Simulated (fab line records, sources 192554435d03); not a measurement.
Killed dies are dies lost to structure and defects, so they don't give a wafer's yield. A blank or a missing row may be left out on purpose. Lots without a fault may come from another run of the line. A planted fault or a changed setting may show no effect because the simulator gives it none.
Chamber matching | flow n5_finfet | N5_BEOL_M3_ALD_98 on ald_sin-01: 4 sister chambers
The step deposits SiO2, target thk 2.5 nm, pulse time 1 s, co reactant pulse time 1 s. 4 wafers are shown with their chamber, then 8 later ones without.

WAFERS WITH THEIR CHAMBER
wafer  | chamber | heater_power_w (W)
L080.3 | 0       | 58
L081.1 | 2       | 102
L081.5 | 3       | 78
L085.2 | 1       | 80

WAFERS WITHOUT THEIR CHAMBER
wafer  | heater_power_w (W)
L085.3 | 60
L085.6 | 79
L087.1 | 78
L087.5 | 77
L087.6 | 100
L094.2 | 79
L094.3 | 57
L094.5 | 80

WHICH CHAMBER EACH WENT THROUGH
wafer  | from the rows above     | in truth
L085.3 | 0                       | 0
L085.6 | can't be placed: 1 or 3 | 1
L087.1 | can't be placed: 3 or 1 | 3
L087.5 | can't be placed: 3 or 1 | 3
L087.6 | 2                       | 2
L094.2 | can't be placed: 1 or 3 | 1
L094.3 | 0                       | 0
L094.5 | can't be placed: 1 or 3 | 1
Placed correctly: 3 of 8. Can't be placed from these rows: 5 (the true chamber is among the candidates in 5). Placed wrongly: 0.
How it was worked out, from the rows above alone: a wafer's distance from a chamber is the root of the sum, over the readings, of the square of ((its reading less the chamber's mean) divided by the reading's scatter). The wafer belongs to the nearest chamber; if the next one is less than 2 further off, it can't be placed. A chamber's mean is the mean of its shown wafers. The scatter: with one shown wafer a chamber, the root of the mean of the squares of how far each hidden wafer lies from its nearest shown one.
